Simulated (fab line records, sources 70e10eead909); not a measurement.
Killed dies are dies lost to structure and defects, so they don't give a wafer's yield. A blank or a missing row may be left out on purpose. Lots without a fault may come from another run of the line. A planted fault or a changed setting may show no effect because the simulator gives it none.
Chamber matching | flow nand_harc | NHARC_P_M1_STRIP_18 on rie_diel-06: 4 sister chambers
The step strips in N2/H2. 14 wafers are shown with their chamber, then 7 later ones without.

WAFERS WITH THEIR CHAMBER
wafer  | chamber | showerhead_plenum_p_Torr (Torr) | drypump_motor_current_A (A) | oes_product_au (a.u.)
L076.3 | 3       | 2.20                            | 6.5                         | 0.990
L076.5 | 2       | 2.11                            | 6.5                         | 1.001
L076.6 | 3       | 2.20                            | 6.5                         | 0.981
L081.2 | 1       | 1.89                            | 6.4                         | 1.009
L081.3 | 3       | 2.19                            | 6.5                         | 1.003
L081.6 | 0       | 2.04                            | 6.0                         | 0.994
L084.2 | 3       | 2.19                            | 6.5                         | 0.995
L084.4 | 2       | 2.10                            | 6.4                         | 0.997
L084.6 | 2       | 2.10                            | 6.4                         | 0.997
L085.2 | 1       | 1.89                            | 6.4                         | 1.003
L085.3 | 2       | 2.10                            | 6.4                         | 0.997
L085.4 | 0       | 2.04                            | 6.0                         | 0.993
L091.1 | 3       | 2.18                            | 6.5                         | 1.002
L091.3 | 2       | 2.09                            | 6.5                         | 0.995

SIGNATURES (means of the wafers above)
reading                  | chamber 0 | chamber 1 | chamber 2 | chamber 3 | scatter within a chamber
showerhead_plenum_p_Torr | 2.0400    | 1.8900    | 2.1000    | 2.1920    | 0.00693
drypump_motor_current_A  | 6.000     | 6.400     | 6.440     | 6.500     | 0.0346
oes_product_au           | 0.99350   | 1.00600   | 0.99740   | 0.99420   | 0.00607
Rule: a wafer's distance from a chamber is the root of the sum, over the readings, of the square of ((its reading less the chamber's mean) divided by the reading's scatter). The wafer belongs to the nearest chamber; if the next one is less than 2 further off, it can't be placed. The scatter: the root of (the sum of the squares of (reading less its chamber's mean) over the shown wafers, divided by (wafers less chambers)).

WAFERS WITHOUT THEIR CHAMBER
wafer  | showerhead_plenum_p_Torr (Torr) | drypump_motor_current_A (A) | oes_product_au (a.u.)
L091.4 | 1.88                            | 6.4                         | 0.995
L096.3 | 2.03                            | 5.9                         | 0.997
L096.4 | 2.03                            | 6.0                         | 0.992
L096.5 | 2.17                            | 6.5                         | 1.005
L097.1 | 2.21                            | 6.4                         | 0.994
L097.4 | 2.09                            | 6.4                         | 1.013
L097.5 | 2.09                            | 6.5                         | 1.008

WHICH CHAMBER EACH WENT THROUGH
wafer  | from the rows above | in truth
L091.4 | 1                   | 1
L096.3 | 0                   | 0
L096.4 | 0                   | 0
L096.5 | 3                   | 3
L097.1 | 3                   | 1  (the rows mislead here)
L097.4 | 2                   | 2
L097.5 | 2                   | 2
Placed correctly: 6 of 7. Can't be placed from these rows: 0. Placed wrongly: 1.
